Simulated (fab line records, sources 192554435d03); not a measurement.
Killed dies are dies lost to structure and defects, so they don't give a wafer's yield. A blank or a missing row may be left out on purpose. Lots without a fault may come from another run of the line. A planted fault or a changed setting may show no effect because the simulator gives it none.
Chamber matching | flow n5_finfet | N5_BEOL_M9_ALD_74 on ald_metal-04: 4 sister chambers
The step deposits TaN, target thk 2 nm, pulse time 2 s, purge time 3 s. 8 wafers are shown with their chamber, then 11 later ones without.

WAFERS WITH THEIR CHAMBER
wafer  | chamber | heater_power_w (W) | precursor_vessel_pressure_torr (Torr)
L076.6 | 2       | 449                | 26.24
L082.6 | 1       | 448                | 26.33
L083.3 | 0       | 402                | 26.26
L083.6 | 0       | 399                | 26.26
L084.2 | 3       | 439                | 26.25
L084.3 | 1       | 431                | 26.31
L084.6 | 2       | 449                | 26.26
L088.1 | 3       | 444                | 26.14

WAFERS WITHOUT THEIR CHAMBER
wafer  | heater_power_w (W) | precursor_vessel_pressure_torr (Torr)
L088.3 | 447                | 26.16
L088.6 | 449                | 26.17
L090.2 | 450                | 26.26
L090.5 | 446                | 26.29
L090.6 | 398                | 26.26
L092.2 | 428                | 26.24
L092.3 | 430                | 26.30
L092.5 | 439                | 26.28
L093.3 | 448                | 26.22
L093.5 | 437                | 26.26
L093.6 | 448                | 26.20

WHICH CHAMBER EACH WENT THROUGH
wafer  | from the rows above               | in truth
L088.3 | can't be placed: 3 or 2           | 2
L088.6 | can't be placed: 3 or 2           | 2
L090.2 | can't be placed: 2 or 3 or 1      | 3
L090.5 | can't be placed: 2 or 1 or 3      | 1
L090.6 | 0                                 | 0
L092.2 | can't be placed: 3 or 1 or 2 or 0 | 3
L092.3 | can't be placed: 1 or 3 or 2      | 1
L092.5 | can't be placed: 1 or 2 or 3      | 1
L093.3 | can't be placed: 2 or 3           | 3
L093.5 | can't be placed: 1 or 3 or 2      | 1
L093.6 | can't be placed: 3 or 2           | 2
Placed correctly: 1 of 11. Can't be placed from these rows: 10 (the true chamber is among the candidates in 10). Placed wrongly: 0.
How it was worked out, from the rows above alone: a wafer's distance from a chamber is the root of the sum, over the readings, of the square of ((its reading less the chamber's mean) divided by the reading's scatter). The wafer belongs to the nearest chamber; if the next one is less than 2 further off, it can't be placed. A chamber's mean is the mean of its shown wafers. The scatter: the root of (the sum of the squares of (reading less its chamber's mean) over the shown wafers, divided by (wafers less chambers)).
